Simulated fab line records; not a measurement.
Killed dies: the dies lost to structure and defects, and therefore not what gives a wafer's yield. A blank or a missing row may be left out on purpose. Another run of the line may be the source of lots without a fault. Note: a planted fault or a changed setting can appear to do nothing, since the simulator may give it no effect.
fab line records	flow n5Finfet
[record] lots = 4	wafers = 12	lastDay = 18
route steps=1938 shown PMOS_HMC_CHANNEL_EPI@59 FIN_SAQP@90 PASSIVATION@1936
lots untouched by any fault: they come from a run of this same line in which no faults occurred
startH: hours from the record's first day to the start of the lot's first wafer shown	waitH: hours elapsed since this lot's preceding step	" the same as in the row above	L1.1+2: several wafers, shown together as one row	- value missing, or start not given	* or withheld: withheld	< > ~ a bound
route shown NAME@n: names a module that has steps shown in the file, with the first one's number in the route	usual: average and standard deviation across the fault-free wafers	same: alike in all rows	chamber/n: place in a boat	sites: each site's reading	_std_site: the standard deviation of these	_edge_site: the outer-site mean with the inner-site mean subtracted	radiusMm: for every site, how far away it sits from the centre of the wafer	mask NAME#n: copy n	behind: tool/chamber where the wafer was last shaped	hold: reason for holding the lot/hours on hold/outcome of the hold	device: names the non-switching transistor (n, p or np)	end of line: the route-end tests of the same wafers	a step with no rows: only its recipe	killed: dies that structure and defects cost at the first sort, which is not the same as the wafer's yield	map: a wafer's dies, marking killed ones x, the rest . and places with no die _
set.NAME: setting as actually run; set.NAME@STEP: the setting as run at that earlier step	model.NAME: the simulator's own value behind a step, which no gauge read
a table for each step, a row for each wafer; lots at some steps of the route
services: from which hour (startH, from the record's first day; less than 0 if before it) a tool's chamber was out of use, for how many hours, and why
[[steps]]
[step N5_PMOS_HMC_CHANNEL_EPI_COAT_03]
[recipe] resist = CAR-ArF-block	spinRpm = 1500	resistThkNm = 205
[step N5_PMOS_HMC_CHANNEL_EPI_EBR_05]
[recipe] solvent = PGMEA	ebrWidthMm = 1.5
[step N5_PMOS_HMC_CHANNEL_EPI_SOFTBAKE_04]
[recipe] tempC = 110	timeS = 60	resist = CAR-ArF-block
[step N5_PMOS_HMC_CHANNEL_EPI_EXPOSE_06]
[recipe] maskId = PMOS_HMC_BLK	na = 1.35	sourceShape = conventional	sigmaOuter = 0.8	polarization = unpolarized	targetCdNm = 240	doseMj = 41
[step N5_PMOS_HMC_CHANNEL_EPI_PEB_07]
[recipe] pebTempC = 110	pebTimeS = 60	resist = CAR-ArF-block
[step N5_PMOS_HMC_CHANNEL_EPI_DEVELOP_08]
[recipe] developTimeS = 30	developer = TMAH	resist = CAR-ArF-block	devTempC = 23	rinseLiquid = diw	dry = airSpin
[step N5_PMOS_HMC_CHANNEL_EPI_DESCUM_14]
[recipe] chemistry = O2	timeS = 7.9	sourcePowerW = 50	biasPowerW = 20	pressureMtorr = 20	rfFrequencyHz = 2.712e+07	tempC = 40	resist = CAR-ArF-block	o2FlowSccm = 225
[step N5_PMOS_HMC_CHANNEL_EPI_ETCH_32]
[recipe] chemistry = N2/H2	target = BARC	stopOn = SiO2	targetDepthA = 858	overEtchFrac = 0.3	timeS = 50.3	ionEnergyEv = 200	maskMaterial = CAR-ArF-block	pressureMtorr = 30	sourceW = 840	biasW = 150	n2FlowSccm = 200	h2FlowSccm = 200
[step N5_PMOS_HMC_CHANNEL_EPI_HM_OPEN_15]
[recipe] chemistry = CHF3/O2	target = SiO2	maskMaterial = CAR-ArF-block	targetDepthA = 406	CHF3_flow_sccm = 50	O2_flow_sccm = 5	Ar_flow_sccm = 200	timeS = 20.3	pressureMtorr = 30	sourceW = 650	biasW = 170	ionEnergyEv = 200
[step N5_PMOS_HMC_CHANNEL_EPI_STRIP_33]
[recipe] chemistry = N2/H2	powerW = 500	tempC = 40	pressureMtorr = 50	rfFrequencyHz = 6e+07	overashFraction = 0.3	biasPowerW = 8	h2Frac = 0.5	n2FlowSccm = 300	h2FlowSccm = 300
[usual] biasPowerW = 8.001/0.025	drypumpMotorCurrentA = 5.5/0.43	oesProductAu = 0.79/0.074	rfVppV = 54.2/1.7	showerheadPlenumPTorr = 3.39/0.093	throttleValvePct = 19.0/0.37
lot.wafer	tool	chamber	startH	waitH	biasPowerW	drypumpMotorCurrentA	oesProductAu	rfHoursCounterH	rfVppV	showerheadPlenumPTorr	throttleValvePct
L431.1	rieDiel-05	1	71.22	0.0	7.994	5.8	0.77	136	53.9	3.24	18.7
L431.3	"	0	"	"	8.020	4.8	0.72	190	55.8	3.48	19.4
L431.4	"	2	"	"	7.993	6.1	0.81	114	58.4	3.38	18.7
L434.1	rieDiel-05	0	89.36	0.0	7.995	4.8	0.74	194	54.3	3.48	19.4
L434.2	"	1	"	"	8.029	5.8	0.77	141	54.8	3.24	18.7
L434.3	"	3	"	"	8.018	5.9	0.78	116	55.8	3.38	18.9
L438.2	rieDiel-03	3	113.81	0.0	7.973	6.2	0.85	50	53.4	3.28	18.6
L438.4	"	0	"	"	8.018	5.6	0.77	-	52.2	3.35	18.4
L438.5	"	3	"	"	7.974	6.2	0.85	-	53.8	3.28	18.5
L445.3	rieDiel-05	3	155.48	0.0	7.936	5.8	0.75	138	53.9	3.36	19.0
L445.4	"	1	"	"	7.999	5.8	0.74	161	51.9	3.22	18.8
L445.6	"	0	"	"	7.993	4.8	0.70	-	55.6	3.47	19.5
[step N5_PMOS_HMC_CHANNEL_EPI_STRIP_17]
[recipe] chemistry = SPM	timeS = 750	tempC = 130	h2so4H2o2VolRatio = 4	dry = ipaMarangoni
[step N5_PMOS_HMC_CHANNEL_EPI_ETCH_38]
[recipe] chemistry = CF4	target = SiO2	targetDepthA = 15	ionEnergyEv = 350	pressureMtorr = 10	icpW = 800	biasW = 400	cf4FlowSccm = 80
[step N5_PMOS_HMC_CHANNEL_EPI_FIN_RECESS_16]
[recipe] chemistry = HBr/Cl2	target = Si	maskMaterial = SiO2	targetDepthA = 540	timeS = 18	pressureMtorr = 10	icpW = 800	biasW = 75	HBr_flow_sccm = 150	Cl2_flow_sccm = 80
[step N5_PMOS_HMC_CHANNEL_EPI_PRECLEAN_36]
[recipe] chemistry = O3/DIW	timeS = 45	tempC = 22	o3Ppm = 10
[step N5_PMOS_HMC_CHANNEL_EPI_PRECLEAN_18]
[recipe] chemistry = DHF	timeS = 30	tempC = 25	dilution = withheld
[step N5_PMOS_HMC_CHANNEL_EPI_SRD_19]
[recipe] dry = ipaMarangoni	doPpb = 5	timeS = 30	tempC = 23	rinseLiquid = diw
[step N5_PMOS_HMC_CHANNEL_EPI_EPI_20]
[recipe] material = SiGe30	maskMaterial = SiO2	pressureTorr = 20	targetThkA = 590	tempC = 600
[step N5_PMOS_HMC_CHANNEL_EPI_HM_STRIP_35]
[recipe] chemistry = dHF	tempC = 25	material = SiO2	target = SiO2	targetDepthA = 396	timeS = 216
[step N5_PMOS_HMC_CHANNEL_EPI_SRD_39]
[recipe] dry = ipaMarangoni	timeS = 30	tempC = 23	rinseLiquid = diw
[step N5_PMOS_HMC_CHANNEL_EPI_CMP_21]
[recipe] material = SiGe30	postCmpClean = alkalineBrush	targetThkNm = 54
[step N5_PMOS_HMC_CHANNEL_EPI_PRECLEAN_40]
[recipe] chemistry = DHF	timeS = 30	tempC = 25	dilution = withheld
[step N5_PMOS_HMC_CHANNEL_EPI_PRECLEAN_37]
[recipe] chemistry = O3/DIW	timeS = 45	tempC = 22	o3Ppm = 10
[step N5_PMOS_HMC_CHANNEL_EPI_PRECLEAN_24]
[recipe] chemistry = DHF	timeS = 30	tempC = 25	dilution = withheld
[step N5_PMOS_HMC_CHANNEL_EPI_SRD_25]
[recipe] dry = ipaMarangoni	doPpb = 5	timeS = 30	tempC = 23	rinseLiquid = diw
[step N5_PMOS_HMC_CHANNEL_EPI_EPI_26]
[recipe] material = Si	targetThkA = 38	tempC = 650	precursor = SiH4/H2	pressureTorr = 20	timeS = 22.7
[step N5_FIN_SAQP_PRECLEAN_42]
[recipe] chemistry = O3/DIW	timeS = 60	tempC = 22	o3Ppm = 10
[step N5_FIN_SAQP_PRECLEAN_00]
[recipe] chemistry = SC1	timeS = 60	tempC = 55	mix = 1:2:50
[step N5_FIN_SAQP_PRECLEAN_44]
[recipe] chemistry = SC2	timeS = 45	tempC = 35	mix = 1:1:50
[step N5_FIN_SAQP_SRD_01]
[recipe] dry = ipaMarangoni	timeS = 30	tempC = 23	rinseLiquid = diw
[step N5_FIN_SAQP_ALD_61]
[recipe] material = SiO2	targetThkA = 40	tempC = 300	aldPrecursorFamily = BDEAS	aldCoReactant = O2-plasma	pulseTimeS = 1	purgeTimeS = 2	coReactantPurgeTimeS = 2	aldCycles = 43	pressureTorr = 2
[step N5_FIN_SAQP_DENSIFY_62]
[recipe] tempC = 700	timeS = 60	ambient = N2	idleTempC = 600	rampUpCPerS = 150	rampDownCPerS = 60	coolToC = 600
[step N5_FIN_SAQP_HM_DEP_03]
[recipe] material = SiNx	targetThkA = 380	tempC = 400	precursor = SiH4/NH3/N2	pressureTorr = 1.5	rfW = 300	timeS = 33.6
[step N5_FIN_SAQP_PECVD_47]
[recipe] material = a-Si	targetThkA = 450	tempC = 400	precursor = SiH4/He	pressureTorr = 3	rfW = 100	timeS = 36.3
[step N5_FIN_SAQP_PECVD_48]
[recipe] material = SiNx	targetThkA = 250	tempC = 400	precursor = SiH4/NH3/N2	pressureTorr = 1.5	rfW = 300	timeS = 22.1
[step N5_FIN_SAQP_PECVD_06]
[recipe] material = a-Si	targetThkA = 600	tempC = 400	precursor = SiH4/He	pressureTorr = 3	rfW = 100	timeS = 48.1
[step N5_PASSIVATION_PROBE_49]
[usual] defectLimitedYield = 91.5/1.4	killed_at_M0_to_M3 = 32/9.8	killed_at_M4_up = 13/5.3	killedAtContacts = 13/6.4	killedAtFrontEnd = 39/10	killedAtOther = 3.1/2.5	killedDies = 100/17	killedOnRim = 13/3.9	killedOpen = 65/13	killedShort = 33/7.7	sort_bin_5_function = 5.0/0.93	sort_bin_6_memory = 3.2/0.69	sortNPass = 1080/17	sortYieldPct = 91.5/1.4
[same] grossDies = 1180	killedAtBackSide = 0	sort_bin_4_leakage[%] = 0	sort_bin_8_speed[%] = 0
lot.wafer	tool	chamber	startH	waitH	defectLimitedYield[%]	killed_at_M0_to_M3	killed_at_M4_up	killedAtContacts	killedAtFrontEnd	killedAtOther	killedDies	killedOnRim	killedOpen	killedShort	sort_bin_5_function[%]	sort_bin_6_memory[%]	sortNPass	sortYieldPct[%]
L431.1	prober-01	-	356.42	0.0	89.8	21	11	5	82	1	120	23	43	17	6.4	2.5	1060	89.8
L434.1	prober-02	-	359.92	0.0	90.8	43	9	20	32	5	109	20	69	40	4.9	4.1	1071	90.8
L434.2	prober-02	-	359.97	0.1	87.7	29	2	18	93	3	145	30	59	29	6.4	3.6	1035	87.7
L434.3	prober-02	-	360.02	0.1	93.1	18	6	9	48	0	81	7	42	39	3.4	2.9	1099	93.1
L438.2	prober-01	-	399.00	0.1	93.5	13	16	10	35	3	77	9	55	21	3.6	2.6	1103	93.5
L438.4	prober-01	-	399.10	0.2	91.3	39	15	10	36	3	103	16	67	35	5.6	3.0	1077	91.3
L438.5	prober-01	-	399.15	0.2	93.2	29	16	8	19	8	80	10	48	31	4.2	2.4	1100	93.2
// killed by level:class
L431.1 PMOS_HMC_CHANNEL_EPI:unspecified=58 STI_FIN_REVEAL:geometricParticle:open=7 BEOL_M3:geometricParticle:open=7 BEOL_M1:geometricParticle:open=4 MOL_CONTACT_COAG:geometricParticle:open=4 BEOL_M2:geometricParticle:open=4 BEOL_M6:geometricParticle:open=3 STARTING-WAFER:geometricParticle:short=3
L434.1 BEOL_M0_SAQP:geometricParticle:open=12 MOL_CONTACT_COAG:geometricParticle:short=12 BEOL_M0_SAQP:geometricParticle:short=11 STI_FIN_REVEAL:geometricParticle:open=9 MOL_CONTACT_COAG:geometricParticle:open=8 BEOL_M3:geometricParticle:open=7 FIN_SAQP:geometricParticle:short=5 BEOL_M1:geometricParticle:open=5
L434.2 PMOS_HMC_CHANNEL_EPI:unspecified=56 MOL_CONTACT_COAG:geometricParticle:open=12 BEOL_M1:geometricParticle:open=10 FIN_SAQP:geometricParticle:open=8 FIN_SAQP:geometricParticle:short=6 BEOL_M3:geometricParticle:open=6 STI_FIN_REVEAL:geometricParticle:open=6 MOL_CONTACT_COAG:geometricParticle:short=6
L434.3 STI_FIN_REVEAL:geometricParticle:open=11 FIN_SAQP:geometricParticle:short=8 BEOL_M0_SAQP:geometricParticle:short=8 GATE_CUT:geometricParticle:short=7 MOL_CONTACT_COAG:geometricParticle:open=6 FIN_SAQP:geometricParticle:open=5 STARTING-WAFER:geometricParticle:short=5 GATE_CUT:geometricParticle:open=5
L438.2 STI_FIN_REVEAL:geometricParticle:open=16 BEOL_M4:geometricParticle:open=10 MOL_CONTACT_COAG:geometricParticle:open=7 STI_FIN_REVEAL:geometricParticle:short=6 BEOL_M2:geometricParticle:open=4 FIN_SAQP:geometricParticle:open=3 DUMMY_GATE:geometricParticle:open=3 MOL_CONTACT_COAG:geometricParticle:short=3
L438.4 BEOL_M2:geometricParticle:open=17 GATE_CUT:geometricParticle:open=9 MOL_CONTACT_COAG:geometricParticle:open=8 BEOL_M0_SAQP:geometricParticle:short=7 FIN_SAQP:geometricParticle:open=6 FIN_SAQP:geometricParticle:short=5 GATE_CUT:geometricParticle:short=5 BEOL_M1:geometricParticle:open=5
L438.5 BEOL_M0_SAQP:geometricParticle:open=8 MOL_CONTACT_COAG:geometricParticle:open=7 BEOL_M0_SAQP:geometricParticle:short=6 BEOL_M4:geometricParticle:open=6 BEOL_M2:geometricParticle:open=5 GATE_CUT:geometricParticle:open=4 GATE_CUT:geometricParticle:short=4 PAD_METAL:geometricParticle:short=4
// map L431.1 (x killed, . not)
_________________............________________
______________..x..............._____________
___________...........x..........x.__________
__________.........................._________
________.x.......x...................._______
_______...............xx......x.......x______
______....x.................x.x.x......._____
_____.................x..........x.......____
____................x.......x.............___
___..........x..x..x........x........x.....__
___....x.........x................x........__
__x.....................x................x.._
__...........................x.............._
_.x..........................................
_...........x..............xx................
_xxx.................................x.......
_xxxxxx......................................
_xxxxx......x.....................x....x...x.
_xxxxxx.........x..........................x.
_xxxxxx.x............................x.......
_xxxxxxxx........x...........x...............
__xxxx........x..........................x.._
__xxxxxxx............x...............x......_
___xxxxx...................................__
___xxxxx......x...........x................__
____xxx...................xx..............___
_____.....x..............x.x.....x.......____
______.................................x_____
_______x........................x......______
________.............................._______
__________....x....................._________
___________.................xx.....__________
______________.................._____________
_________________............________________
// map L434.2 (x killed, . not)
_________________............________________
______________.............x...._____________
___________..x....x.....x..........__________
__________........x.......x........._________
________.xx.........x....x.......x...._______
_______.........x......x...............______
______........x......................x.._____
_____....................................____
____.x.......x.........x.x..x...xx........___
___.......................x........x......x__
___........................................__
__.x.................x.x.....x.............._
__...x.............................xxx......_
_x....x.x.......x..........................x.
_..............x..........x..x.....x.x.......
_xx............................x.............
_xxxx..........................x.............
_xxxxxx.............x........................
_xxxxxx..x....x..x.................x.........
_xxxxx.........x....................x.x......
_xxxxxxx.........x..........................x
__xxxxx................................x...._
__xxxxxx...................x.........x......_
___xxxx.x..........x.............x........x__
___xxxxx..............x....x......x........__
____xxx..x......x.........................___
_____.......x.x.........x...x...x........____
______x.....x...x................x......_____
_______x...x...................x.x.....______
________...xx.........x.........x....._______
__________..xx................x....._________
___________.......................x__________
______________....x.x.......x..x_____________
_________________............________________
[[services]]
tool	chamber	startH	hours	kind
rieDiel-05	0	75.90	2.3	repair
rieDiel-03	2	95.08	-	clean
rieDiel-03	2	95.08	-	consumableReplace:focusRing
rieDiel-03	2	95.08	27.3	scheduledDown
rieDiel-03	2	95.08	27.3	ventCycle
rieDiel-05	2	133.74	16.1	repair
[[key]]
[firstSign] step = N5_PASSIVATION_PROBE_49	reading = killedAtFrontEnd	direction = up	sigmas = 4.8	usual = 39	struck = 88
[effect] step = N5_PASSIVATION_PROBE_49	reading = killedOnRim	direction = up	sigmas = 3.4	usual = 13	struck = 26
[moreKillsBornAt] N5_PMOS_HMC_CHANNEL_EPI_STRIP_33@rieDiel-05 = 114
metAt N5_PMOS_HMC_CHANNEL_EPI_STRIP_33
struckWafers L431.1,L434.2
[fault] kind = chamberParticleSource	tool = rieDiel-05	chamber = 1	onsetH = 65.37	steps = N5_PMOS_HMC_CHANNEL_EPI_STRIP_33	ratePerVisitCm2 = 1.2132	endH = 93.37
